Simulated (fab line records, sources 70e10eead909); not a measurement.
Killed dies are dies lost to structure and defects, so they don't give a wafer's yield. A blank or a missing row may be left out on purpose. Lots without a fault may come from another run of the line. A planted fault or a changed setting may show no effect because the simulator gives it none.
fab line records | flow nand_harc
record lots=7 wafers=21 last_day=33
route steps=1302 shown A_CONTACT@1004
lots that met no fault: from a run of the same line without faults
start_h: hours from the record's first day to the start of the lot's first wafer shown | wait_h: hours since the lot's step before | " the same as in the row above | L1.1+2: a row that stands for several wafers | - no value, or no start given | * or withheld: withheld | < > ~ a bound
route shown NAME@n: a module of which the file shows steps, and the number in the route of the first | usual: mean/standard deviation of fault-free wafers | same: alike in all rows | chamber/n: place in a boat | sites: the reading at each site | _std_site: their standard deviation | _edge_site: outer sites' mean less inner sites' | radius_mm: how far each site lies from the wafer's centre | mask NAME#n: copy n | behind: the tool/chamber that last shaped the wafer | hold: why the lot was held/for how many hours/how that ended | device: the transistor (n, p or np) that didn't switch | end of line: the same wafers' tests at the end of the route | a step without rows: its recipe alone | killed: dies lost to structure and defects at the first sort, not the wafer's yield | map: a wafer's dies, x killed, . not, _ none there
set.NAME: the setting as run; set.NAME@STEP: as run at that earlier step | model.NAME: the simulator's own value behind a step, which no gauge read
lots at some steps of the route; a table a step, a row a wafer
services: from which hour (start_h, from the record's first day; less than 0 if before it) a tool's chamber was out of use, for how many hours, and why
## steps
# step NHARC_A_CONTACT_ETCH_51
# recipe target_depth_a=70000 over_etch_frac=0.3 time_s=1820 ion_energy_ev=150 o2_flow_sccm=400 cos_flow_sccm=20 ar_flow_sccm=0 rf_w=500 bias_w=300 chemistry=O2/COS
# usual bias_w=300.1/0.96 chamber_pressure_mTorr=19.998/0.019 drypump_motor_current_A=5.8/0.49 mfc_ar_sccm=0.008/0.0092 oes_product_au=1.000/0.0067 rf_vpp_V=313.9/2.1 showerhead_plenum_p_Torr=3.10/0.13 throttle_valve_pct=28.330/0.0089
# same time_s=1820
# columns lot.wafer tool chamber start_h wait_h bias_w chamber_pressure_mTorr drypump_motor_current_A mfc_ar_sccm oes_product_au rf_hours_counter_h rf_vpp_V showerhead_plenum_p_Torr throttle_valve_pct
L327.2 rie_diel-10 0 - - 300.9 19.992 5.7 0.012 1.000 19 316.8 3.27 28.324
L327.3 " 3 " " 301.3 19.975 6.4 0 0.990 19 313.6 3.13 28.333
L327.6 " 1 " " 300.2 19.978 6.2 0.023 0.989 - 312.3 2.89 28.336
L328.4 rie_diel-10 0 - - 300.1 20.030 5.7 0.012 1.003 23 316.0 3.26 28.321
L328.1 " 1 " " 299.3 20.010 6.2 0.023 1.001 27 311.9 2.89 28.342
L328.5 " 0 " " 300.0 19.984 5.7 0.012 0.999 - 316.3 3.26 28.322
L335.2 rie_diel-10 2 - - 301.7 19.978 5.8 0 1.004 3 313.3 3.15 28.339
L335.1 " 0 " " 299.6 20.006 5.7 0.012 1.000 3 316.7 3.26 28.323
L335.5 " 2 " " 299.9 19.988 5.8 0 1.001 - 314.3 3.15 28.345
L336.2 rie_diel-05 3 - - 299.7 20.001 4.9 0.017 1.014 15 312.0 2.96 28.321
L336.5 " 1 " " 298.5 20.013 4.8 0 0.995 - 314.8 3.16 28.317
L336.4 " 2 " " 300.3 19.979 6.3 0.010 0.999 - 314.1 3.04 28.341
L338.4 rie_diel-04 0 - - 300.4 20.016 5.6 0 1.004 33 312.0 2.97 28.322
L338.2 " 1 " " 299.1 20.000 5.9 0 1.004 41 314.1 3.02 28.337
L338.1 " 2 " " 302.5 19.980 5.1 0.018 1.008 41 310.1 2.93 28.328
L343.4 rie_diel-05 0 - - 299.1 19.971 6.1 0 1.006 36 313.5 3.07 28.329
L343.6 " 1 " " 301.8 19.984 4.8 0 1.007 - 313.7 3.15 28.335
L343.5 " 2 " " 299.6 20.029 6.2 0.010 1.008 - 312.3 3.02 28.342
L344.3 rie_diel-10 1 - - 300.4 19.994 6.2 0.023 1.000 21 318.7 3.36 28.332
L344.2 " 2 " " 300.9 20.036 5.8 0 0.998 21 315.7 3.15 28.337
L344.4 " 3 " " 300.1 19.991 6.4 0 1.002 20 312.5 3.12 28.328
# step NHARC_A_CONTACT_ETCH_111
# recipe source_w=withheld pressure_mtorr=20 bias_v=withheld time_s=140 target_depth_a=7000 ar_flow_sccm=withheld c4f8_flow_sccm=withheld o2_flow_sccm=withheld chemistry=C4F8/O2/Ar
# step NHARC_A_CONTACT_ETCH_112
# recipe source_w=withheld pressure_mtorr=20 bias_v=3000 time_s=190 target_depth_a=18500 ar_flow_sccm=withheld c4f8_flow_sccm=withheld o2_flow_sccm=withheld chemistry=C4F8/O2/Ar
# step NHARC_A_CONTACT_ETCH_113
# recipe source_w=withheld pressure_mtorr=20 bias_v=3000 time_s=190 target_depth_a=18500 ar_flow_sccm=withheld c4f8_flow_sccm=withheld o2_flow_sccm=withheld chemistry=C4F8/O2/Ar
# step NHARC_A_CONTACT_ETCH_114
# recipe source_w=withheld pressure_mtorr=20 bias_v=3000 time_s=190 target_depth_a=18500 ar_flow_sccm=withheld c4f8_flow_sccm=withheld o2_flow_sccm=withheld chemistry=C4F8/O2/Ar
# usual chamber_pressure_mTorr=19.999/0.018 oes_air_line_au=1.002/0.019
# same time_s=190
# columns lot.wafer tool chamber start_h wait_h chamber_pressure_mTorr oes_air_line_au rf_hours_counter_h
L327.2 har_cap_etch-01 0 547.35 0.1 19.998 0.995 8
L327.3 " 1 " " 19.993 1.025 -
L327.6 " 0 " " 19.991 0.982 -
L328.1 har_cap_etch-03 0 579.03 0.1 19.981 0.972 54
L328.4 " 1 " " 20.012 0.999 -
L328.5 " 1 " " 19.986 0.989 -
L335.2 har_cap_etch-01 1 627.60 0.1 19.980 0.979 20
L335.1 " 0 " " 19.980 1.011 20
L335.5 " 0 " " 19.966 1.000 -
L336.2 har_cap_etch-03 0 628.44 0.1 19.989 1.054 63
L336.4 " 0 " " 20.005 1.033 -
L336.5 " 0 " " 20.020 1.025 -
L338.1 har_cap_etch-03 1 663.76 0.1 20.014 1.003 70
L338.2 " 0 " " 19.988 1.002 70
L338.4 " 0 " " 20.024 1.016 -
L343.4 har_cap_etch-01 0 710.08 0.1 19.979 0.988 -
L343.5 " 0 " " 20.017 0.980 -
L343.6 " 1 " " 19.997 0.978 -
L344.2 har_cap_etch-02 0 726.98 0.2 19.992 1.028 127
L344.3 " 1 " " 20.007 0.984 -
L344.4 " 0 " " 19.988 1.019 -
# step NHARC_A_CONTACT_ETCH_115
# recipe source_w=withheld pressure_mtorr=20 bias_v=3000 time_s=190 target_depth_a=18500 ar_flow_sccm=withheld c4f8_flow_sccm=withheld o2_flow_sccm=withheld chemistry=C4F8/O2/Ar
# step NHARC_A_CONTACT_ETCH_116
# recipe source_w=withheld pressure_mtorr=20 bias_v=3000 time_s=190 target_depth_a=18500 ar_flow_sccm=withheld c4f8_flow_sccm=withheld o2_flow_sccm=withheld chemistry=C4F8/O2/Ar
# step NHARC_A_CONTACT_ETCH_117
# recipe source_w=withheld pressure_mtorr=20 bias_v=3000 time_s=190 target_depth_a=18500 ar_flow_sccm=withheld c4f8_flow_sccm=withheld o2_flow_sccm=withheld chemistry=C4F8/O2/Ar
# step NHARC_A_CONTACT_ETCH_118
# recipe source_w=withheld pressure_mtorr=20 bias_v=3000 time_s=190 target_depth_a=18500 ar_flow_sccm=withheld c4f8_flow_sccm=withheld o2_flow_sccm=withheld chemistry=C4F8/O2/Ar
# step NHARC_A_CONTACT_ETCH_119
# recipe source_w=withheld pressure_mtorr=20 bias_v=3000 time_s=190 target_depth_a=18500 ar_flow_sccm=withheld c4f8_flow_sccm=withheld o2_flow_sccm=withheld chemistry=C4F8/O2/Ar
# usual chamber_pressure_mTorr=20.001/0.019 oes_air_line_au=1.000/0.021
# same time_s=190
# columns lot.wafer tool chamber start_h wait_h chamber_pressure_mTorr oes_air_line_au rf_hours_counter_h
L327.2 har_cap_etch-01 0 548.20 0.1 20.013 0.969 8
L327.3 " 1 " " 20.000 0.999 -
L327.6 " 0 " " 20.022 0.966 -
L328.1 har_cap_etch-03 0 579.88 0.1 19.994 1.024 55
L328.4 " 1 " " 20.025 0.998 -
L328.5 " 1 " " 19.988 1.002 -
L335.2 har_cap_etch-01 1 628.46 0.1 20.008 1.023 21
L335.1 " 0 " " 19.997 1.045 21
L335.5 " 0 " " 19.976 1.017 -
L336.2 har_cap_etch-03 0 629.30 0.1 20.014 1.020 64
L336.4 " 0 " " 19.982 1.028 -
L336.5 " 0 " " 19.996 0.996 -
L338.1 har_cap_etch-03 1 664.62 0.1 19.965 0.997 71
L338.2 " 0 " " 19.993 1.006 71
L338.4 " 0 " " 20.004 1.005 -
L343.4 har_cap_etch-01 0 710.94 0.1 20.058 0.995 -
L343.5 " 0 " " 20.020 0.977 -
L343.6 " 1 " " 19.989 1.021 -
L344.2 har_cap_etch-02 0 728.12 0.2 20.019 1.008 128
L344.3 " 1 " " 20.009 0.986 -
L344.4 " 0 " " 20.014 0.983 -
# step NHARC_A_CONTACT_ETCH_120
# recipe source_w=withheld pressure_mtorr=20 bias_v=3000 time_s=190 target_depth_a=18500 ar_flow_sccm=withheld c4f8_flow_sccm=withheld o2_flow_sccm=withheld chemistry=C4F8/O2/Ar
# step NHARC_A_CONTACT_ETCH_121
# recipe source_w=withheld pressure_mtorr=20 bias_v=3000 time_s=190 target_depth_a=18500 ar_flow_sccm=withheld c4f8_flow_sccm=withheld o2_flow_sccm=withheld chemistry=C4F8/O2/Ar
# usual chamber_pressure_mTorr=20.000/0.017 oes_air_line_au=0.999/0.019
# same time_s=190
# columns lot.wafer tool chamber start_h wait_h chamber_pressure_mTorr oes_air_line_au rf_hours_counter_h
L327.2 har_cap_etch-01 0 548.54 0.1 19.987 0.986 9
L327.3 " 1 " " 19.997 1.000 -
L327.6 " 0 " " 19.985 1.020 -
L328.1 har_cap_etch-03 0 580.22 0.1 20.000 0.992 55
L328.4 " 1 " " 19.983 1.010 -
L328.5 " 1 " " 19.982 1.001 -
L335.2 har_cap_etch-01 1 628.80 0.1 19.980 0.994 22
L335.1 " 0 " " 19.989 1.026 22
L335.5 " 0 " " 20.026 1.017 -
L336.2 har_cap_etch-03 0 629.65 0.1 19.998 0.978 64
L336.4 " 0 " " 20.028 0.981 -
L336.5 " 0 " " 20.020 1.010 -
L338.1 har_cap_etch-03 1 664.95 0.1 19.983 0.971 71
L338.2 " 0 " " 19.999 0.980 71
L338.4 " 0 " " 19.975 0.952 -
L343.4 har_cap_etch-01 0 711.28 0.1 20.005 1.010 -
L343.5 " 0 " " 20.020 0.997 -
L343.6 " 1 " " 19.985 1.001 -
L344.2 har_cap_etch-02 0 728.58 0.2 20.004 1.003 128
L344.3 " 1 " " 20.010 0.995 -
L344.4 " 0 " " 20.039 1.016 -
# step NHARC_A_CONTACT_ETCH_122
# recipe source_w=withheld pressure_mtorr=20 bias_v=3000 time_s=190 target_depth_a=18500 ar_flow_sccm=withheld c4f8_flow_sccm=withheld o2_flow_sccm=withheld chemistry=C4F8/O2/Ar
# usual chamber_pressure_mTorr=20.002/0.022 oes_air_line_au=1.005/0.018 time_s=190/0
# columns lot.wafer tool chamber start_h wait_h chamber_pressure_mTorr oes_air_line_au rf_hours_counter_h time_s
L327.2 har_cap_etch-01 0 548.71 0.1 20.002 1.023 9 190
L327.3 " 1 " " 19.986 1.027 - 190
L327.6 " 0 " " 20.000 0.990 - 190
L328.1 har_cap_etch-03 0 580.40 0.1 19.998 1.015 56 190
L328.4 " 1 " " 19.982 0.988 - 190
L328.5 " 1 " " 20.031 1.012 - 190
L335.2 har_cap_etch-01 1 628.97 0.1 - - - -
L335.1 " 0 " " - - - -
L335.5 " 0 " " - - - -
L336.2 har_cap_etch-03 0 629.82 0.1 - - - -
L336.4 " 0 " " - - - -
L336.5 " 0 " " - - - -
L338.1 har_cap_etch-03 1 665.13 0.1 - - - -
L338.2 " 0 " " - - - -
L338.4 " 0 " " - - - -
L343.4 har_cap_etch-01 0 711.45 0.1 20.010 0.999 - 190
L343.5 " 0 " " 19.985 0.984 - 190
L343.6 " 1 " " 20.000 1.012 - 190
L344.2 har_cap_etch-02 0 728.80 0.2 20.016 0.988 129 190
L344.3 " 1 " " 20.012 0.966 - 190
L344.4 " 0 " " 19.991 1.011 - 190
# step NHARC_A_CONTACT_ETCH_123
# recipe source_w=withheld pressure_mtorr=20 bias_v=400 time_s=490 target_depth_a=21100 ar_flow_sccm=withheld c4f8_flow_sccm=11.5 o2_flow_sccm=7.2 chemistry=C4F8/O2/Ar
# usual chamber_pressure_mTorr=19.999/0.019 oes_air_line_au=1.000/0.02
# same time_s=490
# columns lot.wafer tool chamber start_h wait_h chamber_pressure_mTorr oes_air_line_au rf_hours_counter_h
L327.2 har_cap_etch-01 0 548.89 0.1 19.988 0.993 9
L327.3 " 1 " " 19.988 1.007 -
L327.6 " 0 " " 20.001 1.000 -
L328.1 har_cap_etch-03 0 580.63 0.2 20.005 1.041 56
L328.4 " 1 " " 20.020 1.011 -
L328.5 " 1 " " 20.016 1.032 -
L335.2 har_cap_etch-01 1 629.14 0.1 20.010 0.982 22
L335.1 " 0 " " 19.993 0.997 22
L335.5 " 0 " " 19.988 1.032 -
L336.2 har_cap_etch-03 0 630.04 0.2 19.998 1.031 65
L336.4 " 0 " " 19.969 1.005 -
L336.5 " 0 " " 20.008 0.985 -
L338.1 har_cap_etch-03 1 665.30 0.1 19.972 0.994 71
L338.2 " 0 " " 20.003 0.971 71
L338.4 " 0 " " 19.990 0.971 -
L343.4 har_cap_etch-01 0 711.74 0.3 19.988 0.988 -
L343.5 " 0 " " 19.981 0.987 -
L343.6 " 1 " " 19.987 1.014 -
L344.2 har_cap_etch-02 0 729.11 0.3 19.998 0.978 129
L344.3 " 1 " " 20.021 1.017 -
L344.4 " 0 " " 19.992 0.997 -
## services
# columns tool chamber start_h hours kind
rie_diel-10 0 526.68 - clean
rie_diel-10 1 526.68 - clean
rie_diel-10 2 526.68 - clean
rie_diel-10 3 526.68 - clean
rie_diel-04 - 532.73 9.0 pm
har_cap_etch-01 - 540.72 0.5 repair
rie_diel-10 0 551.24 - clean
rie_diel-10 1 551.24 - clean
rie_diel-10 2 551.24 - clean
rie_diel-10 3 551.24 - clean
rie_diel-04 0 556.36 9.9 repair
rie_diel-10 0 575.74 - clean
rie_diel-10 1 575.74 - clean
rie_diel-10 2 575.74 - clean
rie_diel-10 3 575.74 - clean
rie_diel-04 2 578.68 6.6 repair
rie_diel-10 3 587.41 6.6 repair
rie_diel-10 - 596.68 9.0 pm
rie_diel-05 0 610.12 17.1 repair
rie_diel-05 1 645.84 2.8 repair
rie_diel-10 3 648.01 3.5 repair
rie_diel-05 - 651.99 2.0 repair
rie_diel-10 - 661.80 0.6 repair
rie_diel-04 - 709.92 9.0 pm
## key
first_sign step=NHARC_A_CONTACT_ETCH_122 reading=tool_record direction=missing
effect none on later readings
met_at NHARC_A_CONTACT_ETCH_122
struck_wafers L335.1,L335.2,L335.5,L336.2,L336.4,L336.5,L338.1,L338.2,L338.4
later_rows_left_out L335.1,L335.2,L335.5,L336.2,L336.4,L336.5,L338.1,L338.2,L338.4
sort_left_out L335.1,L335.2,L335.5,L336.2,L336.4,L336.5,L338.1,L338.2,L338.4
tester_left_out L335,L336,L338
onset_between 580.40 628.97
fault kind=skipped_step_whole tool=har_cap_etch-01,har_cap_etch-03 chamber=- onset_h=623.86 steps=NHARC_A_CONTACT_ETCH_122 scope=struck_lots_only
# tester_left_out: of these lots the tester's yield and bins aren't shown, on N5 and GAA mostly nor the transistor test; their killed dies are dies lost to structure and defects alone, not to doping, threshold or leakage, so they don't give the yield
# sort_left_out: the simulated sort isn't trusted on such a fault, so these wafers' sort isn't shown, and their yield isn't known
# later_rows_left_out: the simulator's readings of these wafers behind a module that went badly wrong aren't trusted and aren't shown, but for the sort
